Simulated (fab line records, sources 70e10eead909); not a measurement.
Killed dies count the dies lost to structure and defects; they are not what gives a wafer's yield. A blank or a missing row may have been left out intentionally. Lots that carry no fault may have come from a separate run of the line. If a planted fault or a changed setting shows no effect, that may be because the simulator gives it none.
Matching of chambers ; flow nand-harc ; 3 sister chambers for NHARC_A_M0_PRE_CLEAN_31 on pecvd-01
The step time 12 s. 6 wafers are shown with their chamber, then 7 later ones without.

## WAFERS PAIRED WITH THEIR CHAMBERS
wafer;chamber;heater-power-w (W);susceptor-temp-C (C)
L802.2;0;631;369.93
L804.1;0;738;369.75
L804.4;2;493;370.15
L804.6;1;698;369.86
L809.3;1;680;369.95
L809.5;2;611;369.79

## WAFERS WITHOUT THEIR CHAMBER
wafer;heater-power-w (W);susceptor-temp-C (C)
L809.6;641;369.86
L814.1;669;369.96
L814.2;584;369.80
L814.4;580;370.02
L819.1;691;370.08
L819.3;579;369.84
L819.5;715;369.89

## THE CHAMBER EACH PASSED THROUGH
wafer;from the rows above;in truth
L809.6;can't be placed: 0 or 1 or 2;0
L814.1;can't be placed: 1 or 0 or 2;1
L814.2;can't be placed: 2 or 0 or 1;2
L814.4;can't be placed: 2 or 1 or 0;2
L819.1;can't be placed: 1 or 0 or 2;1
L819.3;can't be placed: 2 or 0 or 1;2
L819.5;can't be placed: 1 or 0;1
0 of 7 placed correctly. Can't be placed from these rows: 7 (the true chamber is among the candidates in 7). Placed wrongly: 0.
How it was worked out, from the rows above alone: a wafer's distance from a chamber is the root of the sum, over the readings, of the square of ((its reading less the chamber's mean) divided by the reading's scatter). The wafer belongs to the nearest chamber; if the next one is less than 2 further off, it can't be placed. The mean given for a chamber averages the wafers shown for that chamber. The scatter: take each reading less its chamber's mean, square it, sum over the shown wafers, divide by the number of wafers less the number of chambers, and take the root.
